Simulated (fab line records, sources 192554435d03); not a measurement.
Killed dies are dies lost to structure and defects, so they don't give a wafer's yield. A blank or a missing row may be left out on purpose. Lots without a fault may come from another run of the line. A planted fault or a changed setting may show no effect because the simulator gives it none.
One fault seen from 2 desks | flow n5_finfet | each desk has only its own numbers; what lay behind them comes last

THE TOOL OWNER'S DESK: thermal_cvd_si-01
The tool's own readings at N5_HKMG_FIN_CVD_62 (deposits a-Si from Si2H6, target thk 3 nm, time 20.8 s): means of the sampled wafers that have a number, for each lot that ran on this tool. A lot is out of limits, marked OUT, if its mean lies more than 4 standard deviations from the usual mean; the brackets give that distance.
Columns: A = heater_power_w at N5_HKMG_FIN_CVD_62, usual 1413 W
lot  | first seen here | A
L286 | day 4 03:32     | 1207
L290 | day 5 01:22     | 1292
L292 | day 5 18:06     | 1372
L294 | day 6 04:17     | 1282
L296 | day 6 17:14     | 1335
L304 | day 8 12:51     | 1294
L306 | day 9 05:35     | 1285
This desk's finding: nothing out of limits on any of the 7 lots.

THE METROLOGY DESK
What the gauges read, lot by lot, whatever tool the lot ran on: means of the sampled wafers that have a number. A lot is out of limits, marked OUT, if its mean lies more than 4 standard deviations from the usual mean; the brackets give that distance. Of its 22 readings 7 are shown: the one that was out of limits first, and those that lie furthest out on some lot.
Columns: A = IOFF_P at N5_BEOL_M4_RC_MEAS_101, usual 0.23 nA/um; B = IOFF_P_85C at N5_BEOL_M4_RC_MEAS_101, usual 3.9 nA/um; C = IOFF_P_LIN at N5_BEOL_M4_RC_MEAS_101, usual 0.105 nA/um; D = IOFF_P_LONG at N5_BEOL_M4_RC_MEAS_101, usual 0.000105 nA/um; E = VT_N at N5_BEOL_M4_RC_MEAS_101, usual 249 mV; F = VT_N_LONG at N5_BEOL_M4_RC_MEAS_101, usual 274.9 mV; G = VT_N_LVT at N5_BEOL_M4_RC_MEAS_101, usual 97 mV
lot  | first seen here | A               | B              | C                | D                  | E             | F               | G
L286 | day 7 13:15     | 0.22            | 3.6            | 0.098            | 0.000097           | 250           | 277.6           | 99
L289 | day 8 13:13     | 0.30            | 4.9            | 0.128            | 0.000096           | 247           | 277.5           | 97
L290 | day 8 22:30     | 0.16            | 2.9            | 0.078            | 0.000101           | 253           | 274.9           | 102
L292 | day 9 09:02     | 0.25            | 4.2            | 0.117            | 0.000121           | 248           | 273.6           | 97
L294 | day 9 17:10     | 0.30            | 5.0            | 0.135            | 0.000121           | 246           | 272.4           | 98
L295 | day 10 00:06    | 0.28            | 4.6            | 0.127            | 0.000119           | 246           | 273.1           | 97
L296 | day 10 08:22    | 0.18            | 3.3            | 0.086            | 0.000094           | 250           | 275.2           | 95
L304 | day 12 02:56    | 0.58 (+6.1) OUT | 8.2 (+5.3) OUT | 0.283 (+8.9) OUT | 0.000209 (+11) OUT | 293 (+10) OUT | 316.4 (+22) OUT | 137 (+9.0) OUT
L306 | day 12 21:37    | 1.32 (+19) OUT  | 16.3 (+15) OUT | 0.603 (+25) OUT  | 0.000289 (+19) OUT | 339 (+21) OUT | 364.6 (+47) OUT | 188 (+20) OUT
This desk's finding: out of limits on L304, L306; first on L304, day 12 02:56 (IOFF_P at N5_BEOL_M4_RC_MEAS_101). In limits: L286, L289, L290, L292, L294, L295, L296.

PUT TOGETHER
The metrology desk could have raised an alarm at day 12 02:56, on L304, L306.
The tool owner's desk saw nothing out of limits.
The tool owner's desk has L304, L306 on record, within its limits.
Of the lots named, all ran N5_HKMG_FIN_CVD_62 on thermal_cvd_si-01.

WHAT THE SIMULATOR HAD PUT IN
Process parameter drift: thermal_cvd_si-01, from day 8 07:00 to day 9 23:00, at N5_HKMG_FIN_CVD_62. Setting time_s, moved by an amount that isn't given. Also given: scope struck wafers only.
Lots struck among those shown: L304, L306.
Hours from the fault's start to each desk's first reading out of limits: the metrology desk, 92.
